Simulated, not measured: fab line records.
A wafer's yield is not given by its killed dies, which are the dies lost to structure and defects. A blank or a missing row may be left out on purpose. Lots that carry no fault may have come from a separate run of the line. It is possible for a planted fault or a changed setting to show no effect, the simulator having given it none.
fab line records	flow n5_finfet
record: lots: 5	wafers: 15	last_day: 18
route steps=1938 shown PASSIVATION@1928 END@1938
lots that met no fault: taken from a fault-free run of the same line
start_h: start of the lot's first displayed wafer, in hours after the record's first day	wait_h: time in hours since the lot's previous step	" identical to the entry in the row above	L1.1+2: one row covering several wafers at once	- value missing, or start not given	* or withheld: withheld	< > ~ a bound
route shown NAME@n: a module of which the file shows steps, and the number in the route of the first	usual: mean/standard deviation of fault-free wafers	same: alike in all rows	chamber/n: place in a boat	sites: each site's reading	_std_site: the values' standard deviation	_edge_site: inner sites' mean taken away from outer sites' mean	radius_mm: for every site, how far away it sits from the centre of the wafer	mask NAME#n: copy n	behind: the tool/chamber that last shaped the wafer	hold: what put the lot on hold/how long, in hours/how the hold closed	device: the n, p or np transistor that did not switch	end of line: tests of these same wafers at the route's end	a step given without rows: its recipe and nothing more	killed: not the wafer's yield, but the dies lost to structure and defects at the first sort	map: dies across one wafer; x = killed, . = not, _ = none there
set.NAME: the setting the step ran with; set.NAME@STEP: the setting that earlier step ran with	model.NAME: the simulator's own value behind a step, which no gauge read
lots at selected steps of the route; one table per step, one row per wafer
services: the hour from which a tool's chamber was out of use, counted from the record's first day as start_h (under 0 if before that day), plus the number of hours and why
== steps ==
step: N5_PASSIVATION_DESCUM_46
recipe: chemistry: O2	time_s: 7.9	source_power_w: 50	bias_power_w: 20	pressure_mtorr: 20	rf_frequency_hz: 2.712e+07	temp_c: 40	o2_flow_sccm: 225
usual: drypump_motor_current_A: 5.7/0.45	o2_flow_sccm: 225.1/0.62	oes_product_au: 0.81/0.079	rf_vpp_V: 243.5/1.3	showerhead_plenum_p_Torr: 2.11/0.069	throttle_valve_pct: 20.46/0.25
lot.wafer	tool	chamber	start_h	wait_h	drypump_motor_current_A	o2_flow_sccm	oes_product_au	rf_hours_counter_h	rf_vpp_V	showerhead_plenum_p_Torr	throttle_valve_pct
L079.4	rie_diel-03	0	360.18	0.0	5.0	225.8	0.77	-	244.8	2.10	20.41
L079.5	"	2	"	"	5.2	225.0	0.68	-	242.5	1.98	20.86
L079.6	"	3	"	"	4.9	224.8	0.84	-	245.4	2.19	20.12
L084.1	rie_diel-02	3	373.19	0.2	5.7	225.4	0.84	67	243.0	2.06	20.42
L084.3	"	0	"	"	6.3	225.3	0.74	155	243.1	2.11	20.92
L084.5	"	1	"	"	5.5	224.9	0.89	-	243.5	2.05	20.59
L093.2	rie_diel-02	3	414.73	0.2	5.7	224.3	0.81	82	242.0	2.05	20.44
L093.4	"	0	"	"	6.3	224.2	0.72	171	242.5	2.10	20.95
L093.6	"	0	"	"	6.3	224.6	0.72	-	243.2	2.10	20.95
L090.3	rie_diel-04	1	425.31	0.0	5.7	225.3	0.94	7	242.7	2.03	20.15
L090.5	"	1	"	"	5.7	225.6	0.94	-	242.4	2.03	20.15
L090.6	"	0	"	"	5.8	224.7	0.89	-	243.9	2.14	20.12
L095.2	rie_diel-03	0	435.30	0.3	5.0	224.5	0.74	130	243.6	2.09	20.45
L095.3	"	2	"	"	5.2	225.3	0.93	13	245.4	2.24	20.39
L095.4	"	1	"	"	5.8	225.0	0.86	51	242.5	2.03	20.04
step: N5_PASSIVATION_PASS_ETCH_47
recipe: chemistry: CF4/O2	target: SiNx	target_depth_a: 7700	time_s: 385	ion_energy_ev: 100	pressure_mtorr: 40	source_w: 535	bias_w: 49	Ar_flow_sccm: 100	cf4_flow_sccm: 100	O2_flow_sccm: 10
usual: drypump_motor_current_A: 5.7/0.45	oes_product_au: 0.81/0.073	rf_vpp_V: 241/6.2	showerhead_plenum_p_Torr: 2.22/0.066	throttle_valve_pct: 15.83/0.24
lot.wafer	tool	chamber	start_h	wait_h	drypump_motor_current_A	oes_product_au	rf_hours_counter_h	rf_vpp_V	showerhead_plenum_p_Torr	throttle_valve_pct
L079.4	rie_diel-03	0	360.31	0.1	5.0	0.79	-	243	2.21	15.88
L079.5	"	2	"	"	5.2	0.69	-	241	2.10	16.29
L079.6	"	3	"	"	4.8	0.82	-	254	2.32	15.73
L084.1	rie_diel-02	3	373.22	0.0	5.7	0.84	67	237	2.15	15.68
L084.3	"	0	"	"	6.3	0.76	155	235	2.21	16.25
L084.5	"	1	"	"	5.4	0.86	-	241	2.16	15.90
L093.2	rie_diel-02	3	414.77	0.0	5.7	0.82	82	236	2.14	15.71
L093.4	"	0	"	"	6.3	0.74	171	233	2.20	16.29
L093.6	"	0	"	"	6.3	0.74	-	235	2.20	16.29
L090.3	rie_diel-04	1	425.35	0.0	5.6	0.93	7	238	2.16	15.66
L090.5	"	1	"	"	5.7	0.93	-	239	2.16	15.66
L090.6	"	0	"	"	5.8	0.89	-	233	2.24	15.50
L095.2	rie_diel-03	0	435.34	0.0	5.0	0.75	130	245	2.20	15.94
L095.3	"	2	"	"	5.3	0.92	13	246	2.35	15.81
L095.4	"	1	"	"	5.8	0.84	51	240	2.15	15.46
step: N5_PASSIVATION_ETCH_54
recipe: chemistry: CHF3/O2	target: SiO2	target_depth_a: 8800	CHF3_flow_sccm: 50	O2_flow_sccm: 5	Ar_flow_sccm: 200	time_s: 440	mask_material: PR	pressure_mtorr: 30	source_w: 650	bias_w: 170	ion_energy_ev: 200
usual: drypump_motor_current_A: 5.7/0.45	oes_product_au: 0.81/0.073	rf_vpp_V: 524/13	showerhead_plenum_p_Torr: 2.43/0.074	throttle_valve_pct: 18.78/0.24
lot.wafer	tool	chamber	start_h	wait_h	drypump_motor_current_A	oes_product_au	rf_hours_counter_h	rf_vpp_V	showerhead_plenum_p_Torr	throttle_valve_pct
L079.4	rie_diel-03	0	360.57	0.1	5.0	0.78	-	532	2.42	18.82
L079.5	"	2	"	"	5.3	0.68	-	527	2.29	19.19
L079.6	"	3	"	"	4.8	0.83	-	554	2.54	18.69
L084.1	rie_diel-02	3	373.45	0.1	5.7	0.84	67	514	2.34	18.62
L084.3	"	0	"	"	6.4	0.75	155	510	2.40	19.13
L084.5	"	1	"	"	5.4	0.86	-	526	2.36	18.87
L093.2	rie_diel-02	3	415.00	0.1	5.7	0.82	82	514	2.34	18.64
L093.4	"	0	"	"	6.3	0.74	172	508	2.40	19.16
L093.6	"	0	"	"	6.3	0.74	-	509	2.40	19.17
L090.3	rie_diel-04	1	425.58	0.1	5.7	0.93	7	523	2.39	18.79
L090.5	"	1	"	"	5.7	0.93	-	523	2.39	18.79
L090.6	"	0	"	"	5.8	0.88	-	507	2.44	18.44
L095.2	rie_diel-03	0	435.57	0.1	5.0	0.75	130	532	2.41	18.87
L095.3	"	2	"	"	5.2	0.92	13	535	2.57	18.75
L095.4	"	1	"	"	5.8	0.85	51	517	2.34	18.38
step: N5_PASSIVATION_STRIP_48
recipe: chemistry: O2	power_w: 600	temp_c: 60	pressure_mtorr: 30	rf_frequency_hz: 6e+07	bias_power_w: 0	overash_fraction: 0.5	o2_flow_sccm: 225
usual: drypump_motor_current_A: 5.7/0.45	o2_flow_sccm: 225.0/0.73	oes_product_au: 0.81/0.082	rf_vpp_V: 3.8/2.7	showerhead_plenum_p_Torr: 2.12/0.069	throttle_valve_pct: 16.69/0.24
lot.wafer	tool	chamber	start_h	wait_h	drypump_motor_current_A	o2_flow_sccm	oes_product_au	rf_hours_counter_h	rf_vpp_V	showerhead_plenum_p_Torr	throttle_valve_pct
L079.4	rie_diel-03	0	360.74	0.0	5.0	225.3	0.81	-	0.5	2.10	16.72
L079.5	"	2	"	"	5.2	223.5	0.69	-	0.8	1.98	17.03
L079.6	"	3	"	"	4.8	224.9	0.81	-	12.3	2.19	16.47
L084.1	rie_diel-02	3	373.74	0.1	5.7	225.7	0.85	67	5.0	2.07	16.62
L084.3	"	0	"	"	6.3	226.4	0.73	155	4.3	2.11	17.14
L084.5	"	1	"	"	5.5	225.2	0.88	-	8.3	2.05	16.71
L093.2	rie_diel-02	3	415.28	0.1	5.7	225.4	0.83	83	4.2	2.06	16.64
L093.4	"	0	"	"	6.3	225.3	0.71	172	2.8	2.10	17.18
L093.6	"	0	"	"	6.3	225.3	0.68	-	1.2	2.10	17.21
L090.3	rie_diel-04	1	425.87	0.1	5.8	225.6	0.92	7	2.0	2.04	16.44
L090.5	"	1	"	"	5.7	224.7	1.00	-	8.8	2.04	16.45
L090.6	"	0	"	"	5.8	223.6	0.90	-	5.0	2.14	16.36
L095.2	rie_diel-03	0	435.85	0.1	5.0	225.6	0.75	130	1.0	2.09	16.73
L095.3	"	2	"	"	5.3	225.6	0.95	13	3.4	2.24	16.66
L095.4	"	1	"	"	5.8	224.7	0.87	51	4.7	2.04	16.32
step: N5_PASSIVATION_STRIP_52
recipe: chemistry: post_etch_residue_remover	time_s: 1200	temp_c: 72.5
usual: bath_guard_temp_C: 72.5/0.55
lot.wafer	tool	chamber	start_h	wait_h	bath_guard_temp_C
L079.4	wet_bench-06	4	360.78	-	71.8
L079.5	"	3	"	"	73.0
L079.6	"	2	"	"	72.5
L084.1	wet_bench-06	2	373.81	-	72.3
L084.3	"	1	"	"	73.1
L084.5	"	7	"	"	73.1
L093.2	wet_bench-06	4	415.35	-	71.9
L093.4	"	7	"	"	73.4
L093.6	"	0	"	"	73.5
L090.3	wet_bench-03	3	425.93	-	72.5
L090.5	"	2	"	"	71.6
L090.6	"	6	"	"	72.6
L095.2	wet_bench-06	1	435.92	-	73.0
L095.3	"	2	"	"	72.4
L095.4	"	0	"	"	73.3
step: N5_PASSIVATION_CLEAN_71
recipe: chemistry: IPA	time_s: 180	temp_c: 25
lot.wafer	tool	chamber	start_h	wait_h
L079.4+5+6	wet_bench-06	4,3,2	361.12	0.0
L084.1+3+5	wet_bench-06	2,1,7	374.14	0.0
L093.2+4+6	wet_bench-06	4,7,0	415.69	0.0
L090.3+5+6	wet_bench-03	3,2,6	426.27	0.0
L095.2+3+4	wet_bench-06	1,2,0	436.29	0.0
step: N5_PASSIVATION_SRD_72
recipe: dry: ipa_marangoni	time_s: 30	temp_c: 23	rinse_liquid: diw
lot.wafer	tool	chamber	start_h	wait_h
L079.4+5+6	wet_bench-06	4,3,2	361.17	0.0
L084.1+3+5	wet_bench-06	2,1,7	374.19	0.0
L093.2+4+6	wet_bench-06	4,7,0	415.74	0.0
L090.3+5+6	wet_bench-03	3,2,6	426.32	0.0
L095.2+3+4	wet_bench-06	1,2,0	436.34	0.0
step: N5_PASSIVATION_ANNEAL_56
recipe: temp_c: 400	time_s: 1800	ambient: FGA	idle_temp_c: 300	ramp_up_c_per_min: 5	ramp_down_c_per_min: 3
usual: zone_power_top_pct: 10.5/0.44
lot.wafer	tool	chamber	start_h	wait_h	zone_power_top_pct
L079.4	furnace-03	0	361.21	0.0	10.4
L079.5	"	0	"	"	10.6
L079.6	"	0	"	"	10.4
L084.1	furnace-01	0	374.24	0.0	10.1
L084.3	"	0	"	"	9.9
L084.5	"	0	"	"	9.9
L093.2	furnace-03	0	415.78	0.0	10.4
L093.4	"	0	"	"	10.5
L093.6	"	0	"	"	10.6
L090.3	furnace-03	0	426.36	0.0	10.5
L090.5	"	0	"	"	10.5
L090.6	"	0	"	"	10.5
L095.2	furnace-01	0	436.39	0.0	9.7
L095.3	"	0	"	"	9.8
L095.4	"	0	"	"	9.9
step: N5_PASSIVATION_INSPECT_57
recipe: inspect_instrument: macro	mode: outgoing
usual: raw_defect_count: 2/1.4
lot.wafer	tool	chamber	start_h	wait_h	raw_defect_count
L079.4	defect_inspect-01	-	363.56	0.0	4
L079.5	"	-	"	"	2
L079.6	"	-	"	"	2
L084.1	defect_inspect-01	-	376.59	0.0	4
L084.3	"	-	"	"	1
L084.5	"	-	"	"	3
L093.2	defect_inspect-02	-	418.13	0.0	4
L093.4	"	-	"	"	1
L093.6	"	-	"	"	2
L090.3	defect_inspect-02	-	428.72	0.0	1
L090.5	"	-	"	"	2
L090.6	"	-	"	"	1
L095.2	defect_inspect-01	-	438.75	0.0	1
L095.3	"	-	"	"	4
L095.4	"	-	"	"	0
== services ==
tool	chamber	start_h	hours	kind
rie_diel-03	1	359.08	5.1	repair
rie_diel-03	2	376.64	-	clean
rie_diel-03	2	376.64	-	consumable_replace:focus_ring
rie_diel-03	2	376.64	-	consumable_replace:showerhead
rie_diel-03	2	376.64	19.1	scheduled_down
rie_diel-03	2	376.64	19.1	vent_cycle
rie_diel-04	1	382.68	-	clean
rie_diel-04	1	382.68	-	consumable_replace:focus_ring
rie_diel-04	1	382.68	23.1	scheduled_down
rie_diel-04	1	382.68	23.1	vent_cycle
rie_diel-04	2	395.37	6.0	repair
rie_diel-02	-	402.40	1.1	repair
== key ==
fault none
